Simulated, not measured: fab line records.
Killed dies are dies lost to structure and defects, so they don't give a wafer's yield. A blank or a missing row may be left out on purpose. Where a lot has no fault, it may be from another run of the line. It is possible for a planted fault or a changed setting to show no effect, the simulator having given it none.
Code-filled problem report in 8D (eight disciplines) form || flow nand_harc || the parts of the form that need people (team, actions taken, sign-off) are left out

1. WHAT WENT WRONG
Wafers without a fault read 3.8, standard deviation 2.8; killed_at_periphery at NHARC_END_SORT_01 reads a mean of 94.8 on 6 wafers belonging to 2 lots. That puts it +33 standard deviations away from the usual mean.
First observed at day 28 14:54: wafer L494.1, on prober-02. The record holds 6 wafers of 2 lots with a number at this step. Rule for "out", or "out of limits": more than 4 standard deviations from the usual mean. The other wafers with a number count as sound.

2. WHAT IT IS, AND WHAT IT ISN'T
{"question": "which readings at this step", "is": "killed_at_periphery", "is not": "killed_at_array, killed_at_other, killed_open, killed_short"}
{"question": "which lots", "is": "L492, L494", "is not": "-"}
{"question": "which wafers of those lots", "is": "all that have a number", "is not": "-"}
{"question": "read on which gauges", "is": "prober-01, prober-02", "is not": "-"}
{"question": "when", "is": "from day 28 14:54", "is not": "up to then (0 sound wafers)"}

3. SUSPECTS, AND WHAT RULES EACH OUT
Counting: a tool at a process step up to the reading stays a suspect if it ran every lot that is out and no sound lot after the first of them.
- the gauge at NHARC_END_SORT_01 has been ruled out. Those wafers that are out were read across 2 gauges (prober-01, prober-02).
- pvd_sputter-02 at NHARC_P_M0_PVD_20 (deposits TaN, target thk 5 nm, time 8.06 s): kept. It ran every lot that is out, first L492 (day 10 02:32), and no sound lot after that.
- pvd_sputter-03 at NHARC_THIN_TSV_DEGAS_49 (time 120 s): kept. It ran every lot that is out, first L492 (day 28 02:36), and no sound lot after that.
After counting, pvd_sputter-02 at NHARC_P_M0_PVD_20 and pvd_sputter-03 at NHARC_THIN_TSV_DEGAS_49 remain.

4. THE CAUSE (what the simulator had put in)
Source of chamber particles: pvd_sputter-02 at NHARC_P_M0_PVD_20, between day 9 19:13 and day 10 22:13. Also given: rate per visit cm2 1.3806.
2 suspects survive the count, and this tool is in that group.

5. THE EFFECT CHAIN, in route order
Each row: a reading whose mean over the struck wafers that have a number lies more than 3 standard deviations from the usual. Only readings whose record carries a usual standard deviation are examined. hours: median over the lots of the time between each lot's start at the first step of this table that gives one and its start at this step. sigmas: the change, counted in usual standard deviations.
{"hours": 0, "step": "NHARC_END_SORT_01", "reading": "defect_limited_yield", "usual": "91.1 %", "on struck wafers": 76.8, "change": -14.3, "sigmas": -4.9}
{"hours": 0, "step": "NHARC_END_SORT_01", "reading": "killed_at_periphery", "usual": 3.8, "on struck wafers": 94.8, "change": "+91.0", "sigmas": "+33"}
{"hours": 0, "step": "NHARC_END_SORT_01", "reading": "killed_dies", "usual": 60, "on struck wafers": 157, "change": "+97", "sigmas": "+5.1"}

6. HOW IT WOULD HAVE BEEN CAUGHT EARLIER
In this record the first reading out of limits at a measuring or inspecting step was taken at day 28 14:54, 452 hours after the fault began at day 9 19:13.
An alarm limit of 4 standard deviations would not have fired on the tool readings at NHARC_P_M0_PVD_20 for which the record gives a usual standard deviation, since none of them was out on any struck wafer.
Each of the lots that are out, 2 in all, had begun NHARC_P_M0_PVD_20 on pvd_sputter-02 no later than day 28 14:54. Had the tool been put on hold then, not one of them would have been saved.
